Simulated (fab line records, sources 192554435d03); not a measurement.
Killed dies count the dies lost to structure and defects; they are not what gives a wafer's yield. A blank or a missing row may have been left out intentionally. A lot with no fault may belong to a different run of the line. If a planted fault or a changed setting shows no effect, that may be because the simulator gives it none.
3 desks looking at one fault / flow n5-finfet / only its own numbers are on each desk; what lay behind them is given at the end

== THE DEFECT DESK ==
For each lot, the counts of the inspections along the route, averaged over the sampled wafers that have a number. Marked OUT: a lot whose mean sits more than 4 standard deviations from the usual mean, which makes it out of limits; the brackets give that distance.
Columns: A = raw-defect-count at N5_BEOL_M4_INSPECT_59, usual 76; B = raw-defect-count at N5_BEOL_M5_INSPECT_13, usual 424
lot=L725; first seen here=day 9 13:19; A=93; B=509
lot=L728; first seen here=day 9 14:40; A=56; B=339
lot=L732; first seen here=day 11 07:59; A=44; B=276
lot=L733; first seen here=day 11 08:32; A=74; B=444
lot=L734; first seen here=day 11 08:53; A=120; B=508
lot=L744; first seen here=day 13 20:22; A=69; B=508
This desk found nothing out of limits on any of the 6 lots.

== FOR THE TOOL OWNER'S DESK: litho-track-01 ==
The tool's own readings at N5_BEOL_M5_COAT_71 (time 60 s, resist thk 5 nm): means of the sampled wafers that have a number, for each lot that ran on this tool. Marked OUT: a lot whose mean sits more than 4 standard deviations from the usual mean, which makes it out of limits; the brackets give that distance.
Columns: A = spin-speed-rpm at N5_BEOL_M5_COAT_71, usual 1499.7 rpm
lot=L725; first seen here=day 9 15:24; A=1498.6
lot=L733; first seen here=day 11 10:54; A=1545.5 (+46) OUT
lot=L734; first seen here=day 11 13:19; A=1544.5 (+45) OUT
This desk's finding: out of limits on L733, L734; first on L733, day 11 10:54 (spin-speed-rpm at N5_BEOL_M5_COAT_71). In limits: L725.

== FROM THE METROLOGY DESK ==
Means of the sampled wafers that have a number, per lot and without regard to the tool the lot ran on: this is what the gauges read. Marked OUT: a lot whose mean sits more than 4 standard deviations from the usual mean, which makes it out of limits; the brackets give that distance. Of its 14 readings 7 are shown: those that lie furthest out on some lot.
Columns: A = M4_RS at N5_BEOL_M4_RS_MEAS_58, usual 0.67 ohm/sq; B = IOFF_P at N5_BEOL_M4_RC_MEAS_101, usual 0.19 nA/um; C = SS_N at N5_BEOL_M4_RC_MEAS_101, usual 71.3 mV/dec; D = SS_P at N5_BEOL_M4_RC_MEAS_101, usual 73.0 mV/dec; E = VT_N at N5_BEOL_M4_RC_MEAS_101, usual 251 mV; F = VT_P at N5_BEOL_M4_RC_MEAS_101, usual -251.5 mV; G = cd-nm at N5_BEOL_M5_CD_MEAS_11, usual 27.93 nm
lot=L725; first seen here=day 9 13:18; A=0.68; B=0.18; C=70.8; D=73.0; E=255; F=-253.5; G=27.67
lot=L728; first seen here=day 9 14:38; A=0.69; B=0.20; C=72.6; D=73.4; E=251; F=-253.0; G=28.22
lot=L732; first seen here=day 11 07:57; A=0.62; B=0.25; C=72.0; D=73.8; E=247; F=-245.9; G=27.71
lot=L733; first seen here=day 11 08:31; A=0.66; B=0.23; C=71.8; D=73.2; E=250; F=-246.9; G=28.03
lot=L734; first seen here=day 11 08:52; A=0.68; B=0.18; C=70.7; D=72.5; E=252; F=-253.1; G=28.07
lot=L744; first seen here=day 13 20:20; A=0.69; B=0.21; C=71.6; D=73.2; E=247; F=-249.6; G=28.16
This desk found nothing out of limits on any of the 6 lots.

== PUT TOGETHER ==
At day 11 10:54, on L733, L734, the tool owner's desk was in a position to raise an alarm.
The defect desk saw nothing out of limits.
At the metrology desk, nothing out of limits was observed.
The defect desk has L733, L734 on record, within its limits.
The metrology desk holds a record of L733, L734, inside its limits.
On litho-track-01, each named lot ran N5_BEOL_M5_COAT_71.

== WHAT THE SIMULATOR HAD PUT IN ==
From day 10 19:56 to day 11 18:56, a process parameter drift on litho-track-01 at N5_BEOL_M5_COAT_71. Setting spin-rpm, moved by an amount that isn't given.
Lots struck among those shown: L733, L734.
How many hours passed from the start of the fault until each desk's first out-of-limits reading: the tool owner's desk, 15.
